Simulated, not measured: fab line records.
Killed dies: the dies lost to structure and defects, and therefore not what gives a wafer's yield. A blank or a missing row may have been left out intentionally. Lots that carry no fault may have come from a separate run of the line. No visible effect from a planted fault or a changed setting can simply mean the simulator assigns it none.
A lot that was struck, set against a sound lot	flow nand-harc	20 steps out of a route of 1159
Sound: these wafers, L888.1, L888.2, L888.4. Wafers struck: L889.1, L889.3, L889.6. The cause is named last.
For every step that has rows: the tool of each side, followed by ch and its chambers, followed by its first start. Under that, the readings that differ: sound wafers	struck wafers	difference of the means	sigmas: that difference in standard deviations of wafers without a fault.
alike: readings whose means differ by less than 2 such deviations, and words and numbers that are the same on both sides. not compared: withheld readings, readings that some wafer has no value for, bounds like >300 that may hide the same value, and numbers for which the record gives no deviation and whose values overlap.
The two part at a step that has a row with sigmas, a row that says differs or no value, or rows on one side only. When numbers do not overlap yet have no deviation, they are printed without sigmas and do not part them. Lack of a reading on every wafer of one side parts them only where that side has two or more wafers.

NHARC_P_CONTACT_CMP_24: polishes, t overpolish 30 s, target thk 200 nm.
  sound on cmp-04 ch 0,1,2, day 7 21:47; struck on cmp-03 ch 0,1,2, day 8 01:11
  alike: motor-current-A, overpolish-run-s, time-to-endpoint-s
then, 1 step without rows for these wafers: NHARC_P_CONTACT_SRD_26.
NHARC_P_CONTACT_INSPECT_27:
  sound on defect-inspect-01, day 7 22:11; struck on defect-inspect-02, day 8 01:35
  alike: raw-defect-count
then, 8 steps without rows for these wafers: NHARC_P_M0_DEP_00 (deposits SiOC, target thk 150 nm); NHARC_P_M0_DEHYDRATE_01 (time 120 s); NHARC_P_M0_HMDS_02 (time 30 s); NHARC_P_M0_COAT_33 (time 65 s); NHARC_P_M0_COAT_03 (resist thk 90 nm); NHARC_P_M0_SOFTBAKE_04 (time 55 s); NHARC_P_M0_EBR_05; NHARC_P_M0_EXPOSE_06 (exposes mask P M0, target cd 90 nm).
NHARC_P_M0_PEB_07: peb time 65 s.
  sound on litho-track-06 ch 0, day 7 23:01; struck on litho-track-04 ch 0, day 8 02:25
reading	sound	struck	difference	sigmas
heater-power-total-W (W)	157.0 157.1 156.0	163.8 163.5 164.0	+7.1	+18
plate-temp-C (C)	99.72 99.94 99.60	103.33 103.27 103.19	+3.51	+29
then, 1 step without rows for these wafers: NHARC_P_M0_DEVELOP_08 (develop time 35 s).
NHARC_P_M0_CD_MEAS_09: target cd 90 nm.
  sound on cd-sem-01 ch 0, day 7 23:06; struck on cd-sem-01 ch 0, day 8 02:29
reading	sound	struck	difference	sigmas
cd-nm (nm)	88.9 89.3 88.9	101.0 102.1 100.7	+12.2	+18
NHARC_P_M0_OVL_MEAS_10: pitch 180 nm.
  sound on overlay-01, day 7 23:11; struck on overlay-02, day 8 02:35
  alike: overlay-x-nm, overlay-y-nm
NHARC_P_M0_INSPECT_11:
  sound on defect-inspect-01, day 7 23:13; struck on defect-inspect-02, day 8 02:37
  alike: raw-defect-count
NHARC_P_M0_DESCUM_14: chemistry O2, time 3 s.
  sound on rie-diel-02 ch 1,3, day 7 23:17; struck on rie-diel-10 ch 0,1,3, day 8 02:41
reading	sound	struck	difference	sigmas
mfc-ar-sccm (sccm)	0.020 0.021 0.020	0 0.009 0.001	+0	-2
model.P_M0.cd-nm (nm)	89 89.46 88.89	100.4 101.7 100.4	+11.7	
  alike: drypump-motor-current-A, oes-product-au, rf-vpp-V, showerhead-plenum-p-Torr, throttle-valve-pct
  not compared: rf-hours-counter-h
NHARC_P_M0_ETCH_34: etches the open film in N2/H2, target depth 40 nm, overetch 12 nm, time 43.94 s.
  sound on rie-diel-02 ch 0,1, day 7 23:24; struck on rie-diel-10 ch 1,3, day 8 02:46
  alike: bias-w, drypump-motor-current-A, h2-flow-sccm, mfc-ar-sccm, oes-product-au, rf-vpp-V, showerhead-plenum-p-Torr, throttle-valve-pct
  not compared: rf-hours-counter-h
NHARC_P_M0_ETCH_15: etches the open film in C4F8/Ar, target depth 150 nm, overetch 15 nm, time 82.5 s.
  sound on rie-diel-02 ch 0,3; struck on rie-diel-10 ch 0,1
reading	sound	struck	difference	sigmas
model.P_M0.cd-nm (nm)	88.49 89.27 88.45	100.8 101.2 100.1	+12.0	
  alike: bias-w, oes-product-au, rf-vpp-V
  not compared: rf-hours-counter-h
NHARC_P_M0_CD_MEAS_16:
  sound on cd-sem-03, day 7 23:38; struck on cd-sem-03, day 8 02:59
reading	sound	struck	difference	sigmas
cd-nm (nm)	88.4 88.9 88.5	101.2 101.4 100.1	+12.3	+13

WHERE THEY PART
At NHARC_P_M0_PEB_07 first; at NHARC_P_M0_CD_MEAS_16 last (within this record only).

WHY: whatever the simulator had introduced
Process parameter drift: litho-track-04, from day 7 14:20 on, at NHARC_P_M0_PEB_07. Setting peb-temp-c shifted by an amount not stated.
